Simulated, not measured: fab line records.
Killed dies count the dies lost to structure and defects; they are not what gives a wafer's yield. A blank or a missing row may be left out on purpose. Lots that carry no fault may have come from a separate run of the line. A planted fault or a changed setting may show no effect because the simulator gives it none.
Struck lot and sound lot, side by side :: flow n5-finfet :: 16 steps out of a route of 1938
Sound: wafers L136.1, L136.3, L136.6. Wafers L145.2, L145.5, L145.6 were the ones struck. The cause is given at the end.
Each step with rows lists, per side, the tool, then ch with its chambers, then its first start. Under that, the readings that differ: sound wafers :: struck wafers :: difference of the means :: sigmas: that difference in standard deviations of wafers without a fault.
alike: readings with means less than 2 such deviations apart, plus words and numbers identical on both sides. not compared: withheld readings, readings lacking a value on some wafer, bounds such as >300 that could conceal the same value, and numbers that have no deviation in the record and whose values overlap.
The two part at a step that has a row with sigmas, a row that says differs or no value, or rows on one side only. Numbers that don't overlap but have no deviation are shown without sigmas and don't part them. Lack of a reading on every wafer of one side parts them only where that side has two or more wafers.

first, 8 steps without rows for these wafers: N5_BEOL_M3_COAT_68 (time 60 s, resist thk 12 nm); N5_BEOL_M3_COAT_76 (time 60 s, resist thk 5 nm); N5_BEOL_M3_COAT_22 (resist thk 30 nm); N5_BEOL_M3_EBR_24; N5_BEOL_M3_SOFTBAKE_23 (time 60 s); N5_BEOL_M3_EXPOSE_25 (exposes mask V2, defocus 5 nm); N5_BEOL_M3_PEB_26 (peb time 60 s); N5_BEOL_M3_DEVELOP_27 (develop time 30 s).
N5_BEOL_M3_CD_MEAS_28: target cd 25.7 nm, target cd y 23.3 nm.
  sound on cd-sem-01 ch 0, day 8 14:02; struck on cd-sem-02 ch 0, day 10 17:11
  alike: cd-nm
N5_BEOL_M3_OVL_MEAS_29:
  sound on overlay-01 ch 0, day 8 14:04; struck on overlay-01 ch 0, day 10 17:13
  alike: V2_OVL
N5_BEOL_M3_INSPECT_30: inspects for defects (brightfield).
  sound on defect-inspect-02, day 8 14:07; struck on defect-inspect-02, day 10 17:16
  alike: raw-defect-count
N5_BEOL_M3_DESCUM_33: chemistry O2, time 7 s.
  sound on rie-diel-04 ch 1,3, day 8 14:10; struck on rie-diel-04 ch 1,2,3, day 10 17:18
  alike: drypump-motor-current-A, oes-product-au, rf-vpp-V, showerhead-plenum-p-Torr, throttle-valve-pct
  not compared: rf-hours-counter-h
N5_BEOL_M3_ETCH_77: etches underlayer in N2/H2, target depth 6.5 nm, time 5.2 s.
  sound on rie-diel-04 ch 1,3, day 8 14:11; struck on rie-diel-04 ch 1,2,3, day 10 17:20
reading: etch-rf-on-time-s (s)
sound: 5.28 5.33 5.33
struck: 9.07 9.11 9.28
difference: +3.84
sigmas: +46

reading: oes-product-au (a.u.)
sound: 0.63 0.71 0.71
struck: 0.48 0.54 0.58
difference: -0.15
sigmas: -2
  alike: drypump-motor-current-A, rf-vpp-V, showerhead-plenum-p-Torr, throttle-valve-pct
  not compared: rf-hours-counter-h
N5_BEOL_M3_ETCH_69: etches SiARC in CF4, target depth 15.6 nm, time 26 s.
  sound on rie-diel-04 ch 1,3, day 8 14:13; struck on rie-diel-04 ch 1,2,3, day 10 17:21
  alike: drypump-motor-current-A, etch-rf-on-time-s, oes-product-au, rf-vpp-V, showerhead-plenum-p-Torr, throttle-valve-pct
  not compared: rf-hours-counter-h
N5_BEOL_M4_RC_MEAS_101:
  sound on prober-01 ch 0, day 9 05:55; struck on prober-02 ch 0, day 11 08:40
  alike: DIBL_N, DIBL_P, IOFF_N, IOFF_P, ION_N, ION_P, SS_N, SS_P, VT_N, VT_P
following that, these wafers have no rows for 1 step: N5_PASSIVATION_PROBE_49.

WHERE THEY PART
Within this record, at N5_BEOL_M3_ETCH_77 only. Later steps at which nothing parts them and some readings are alike: N5_BEOL_M3_ETCH_69, N5_BEOL_M4_RC_MEAS_101.

WHY: whatever the simulator had introduced
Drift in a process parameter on rie-diel-04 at N5_BEOL_M3_ETCH_77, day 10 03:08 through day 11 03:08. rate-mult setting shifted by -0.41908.
